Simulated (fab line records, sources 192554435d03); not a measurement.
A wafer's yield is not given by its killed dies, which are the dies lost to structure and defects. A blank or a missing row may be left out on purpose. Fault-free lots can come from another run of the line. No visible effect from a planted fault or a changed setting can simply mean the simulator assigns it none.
Chamber matching || flow n5-finfet || 4 sister chambers for N5_SD_EPI_P_DESCUM_14 on rie-diel-03
The step chemistry O2, time 7.9 s. 20 wafers are shown with their chamber, then 10 later ones without.

== WAFERS PAIRED WITH THEIR CHAMBERS ==
{"wafer": "L074.4", "chamber": 3, "throttle-valve-pct (%)": 20.47, "drypump-motor-current-A (A)": 5.7, "oes-product-au (a.u.)": 0.70}
{"wafer": "L074.5", "chamber": 1, "throttle-valve-pct (%)": 19.99, "drypump-motor-current-A (A)": 5.1, "oes-product-au (a.u.)": 0.83}
{"wafer": "L074.6", "chamber": 2, "throttle-valve-pct (%)": 20.39, "drypump-motor-current-A (A)": 5.8, "oes-product-au (a.u.)": 0.74}
{"wafer": "L075.2", "chamber": 0, "throttle-valve-pct (%)": 20.40, "drypump-motor-current-A (A)": 5.9, "oes-product-au (a.u.)": 0.86}
{"wafer": "L075.3", "chamber": 1, "throttle-valve-pct (%)": 20.00, "drypump-motor-current-A (A)": 5.1, "oes-product-au (a.u.)": 0.84}
{"wafer": "L075.4", "chamber": 2, "throttle-valve-pct (%)": 20.41, "drypump-motor-current-A (A)": 5.8, "oes-product-au (a.u.)": 0.74}
{"wafer": "L079.1", "chamber": 0, "throttle-valve-pct (%)": 20.41, "drypump-motor-current-A (A)": 5.8, "oes-product-au (a.u.)": 0.85}
{"wafer": "L079.4", "chamber": 3, "throttle-valve-pct (%)": 20.48, "drypump-motor-current-A (A)": 5.7, "oes-product-au (a.u.)": 0.70}
{"wafer": "L079.6", "chamber": 0, "throttle-valve-pct (%)": 20.43, "drypump-motor-current-A (A)": 5.8, "oes-product-au (a.u.)": 0.85}
{"wafer": "L083.2", "chamber": 0, "throttle-valve-pct (%)": 20.42, "drypump-motor-current-A (A)": 5.8, "oes-product-au (a.u.)": 0.84}
{"wafer": "L083.4", "chamber": 2, "throttle-valve-pct (%)": 20.40, "drypump-motor-current-A (A)": 5.8, "oes-product-au (a.u.)": 0.74}
{"wafer": "L083.5", "chamber": 3, "throttle-valve-pct (%)": 20.48, "drypump-motor-current-A (A)": 5.6, "oes-product-au (a.u.)": 0.71}
{"wafer": "L084.2", "chamber": 0, "throttle-valve-pct (%)": 20.44, "drypump-motor-current-A (A)": 5.8, "oes-product-au (a.u.)": 0.84}
{"wafer": "L084.4", "chamber": 1, "throttle-valve-pct (%)": 20.02, "drypump-motor-current-A (A)": 5.1, "oes-product-au (a.u.)": 0.83}
{"wafer": "L084.5", "chamber": 3, "throttle-valve-pct (%)": 20.49, "drypump-motor-current-A (A)": 5.7, "oes-product-au (a.u.)": 0.70}
{"wafer": "L082.1", "chamber": 2, "throttle-valve-pct (%)": 20.42, "drypump-motor-current-A (A)": 5.8, "oes-product-au (a.u.)": 0.73}
{"wafer": "L082.4", "chamber": 1, "throttle-valve-pct (%)": 19.98, "drypump-motor-current-A (A)": 5.1, "oes-product-au (a.u.)": 0.83}
{"wafer": "L082.6", "chamber": 2, "throttle-valve-pct (%)": 20.39, "drypump-motor-current-A (A)": 5.8, "oes-product-au (a.u.)": 0.73}
{"wafer": "L085.2", "chamber": 3, "throttle-valve-pct (%)": 20.47, "drypump-motor-current-A (A)": 5.7, "oes-product-au (a.u.)": 0.69}
{"wafer": "L085.4", "chamber": 2, "throttle-valve-pct (%)": 20.41, "drypump-motor-current-A (A)": 5.8, "oes-product-au (a.u.)": 0.72}

SIGNATURES (averages over the wafers above)
{"reading": "throttle-valve-pct", "chamber 0": 20.4200, "chamber 1": 19.9975, "chamber 2": 20.4033, "chamber 3": 20.4780, "scatter within a chamber": 0.0134}
{"reading": "drypump-motor-current-A", "chamber 0": 5.820, "chamber 1": 5.100, "chamber 2": 5.800, "chamber 3": 5.680, "scatter within a chamber": 0.0316}
{"reading": "oes-product-au", "chamber 0": 0.8480, "chamber 1": 0.8325, "chamber 2": 0.7333, "chamber 3": 0.7000, "scatter within a chamber": 0.00745}
Rule: for each reading, subtract the chamber's mean from the wafer's reading, divide by that reading's scatter and square the result; add these up over the readings and take the root, which gives the wafer's distance from the chamber. If the next closest chamber is less than 2 further off than the closest, the wafer can't be placed; otherwise it belongs to the closest. How the scatter is found: for the shown wafers, subtract from each reading the mean of its chamber, square and add these, divide the total by (wafers less chambers), then take the root.

== WAFERS WITHOUT THEIR CHAMBER ==
{"wafer": "L085.6", "throttle-valve-pct (%)": 20.41, "drypump-motor-current-A (A)": 5.8, "oes-product-au (a.u.)": 0.72}
{"wafer": "L091.1", "throttle-valve-pct (%)": 20.02, "drypump-motor-current-A (A)": 5.2, "oes-product-au (a.u.)": 0.82}
{"wafer": "L091.5", "throttle-valve-pct (%)": 20.44, "drypump-motor-current-A (A)": 5.8, "oes-product-au (a.u.)": 0.83}
{"wafer": "L091.6", "throttle-valve-pct (%)": 20.16, "drypump-motor-current-A (A)": 5.7, "oes-product-au (a.u.)": 0.95}
{"wafer": "L095.3", "throttle-valve-pct (%)": 20.43, "drypump-motor-current-A (A)": 5.8, "oes-product-au (a.u.)": 0.71}
{"wafer": "L095.5", "throttle-valve-pct (%)": 20.46, "drypump-motor-current-A (A)": 5.9, "oes-product-au (a.u.)": 0.81}
{"wafer": "L095.6", "throttle-valve-pct (%)": 20.03, "drypump-motor-current-A (A)": 5.1, "oes-product-au (a.u.)": 0.80}
{"wafer": "L096.1", "throttle-valve-pct (%)": 20.44, "drypump-motor-current-A (A)": 5.8, "oes-product-au (a.u.)": 0.81}
{"wafer": "L096.3", "throttle-valve-pct (%)": 20.02, "drypump-motor-current-A (A)": 5.1, "oes-product-au (a.u.)": 0.80}
{"wafer": "L096.5", "throttle-valve-pct (%)": 20.01, "drypump-motor-current-A (A)": 5.1, "oes-product-au (a.u.)": 0.80}

== CHAMBER TAKEN BY EACH ==
{"wafer": "L085.6", "from the rows above": 2, "in truth": 2}
{"wafer": "L091.1", "from the rows above": 1, "in truth": 1}
{"wafer": "L091.5", "from the rows above": 0, "in truth": 0}
{"wafer": "L091.6", "from the rows above": 0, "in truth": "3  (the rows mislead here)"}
{"wafer": "L095.3", "from the rows above": "can't be placed: 2 or 3", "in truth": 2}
{"wafer": "L095.5", "from the rows above": 0, "in truth": 0}
{"wafer": "L095.6", "from the rows above": 1, "in truth": 1}
{"wafer": "L096.1", "from the rows above": 0, "in truth": 0}
{"wafer": "L096.3", "from the rows above": 1, "in truth": 1}
{"wafer": "L096.5", "from the rows above": 1, "in truth": 1}
Placed correctly: 8 of 10. These rows do not allow placing 1 (true chamber among the candidates in 1). Number placed wrongly: 1.
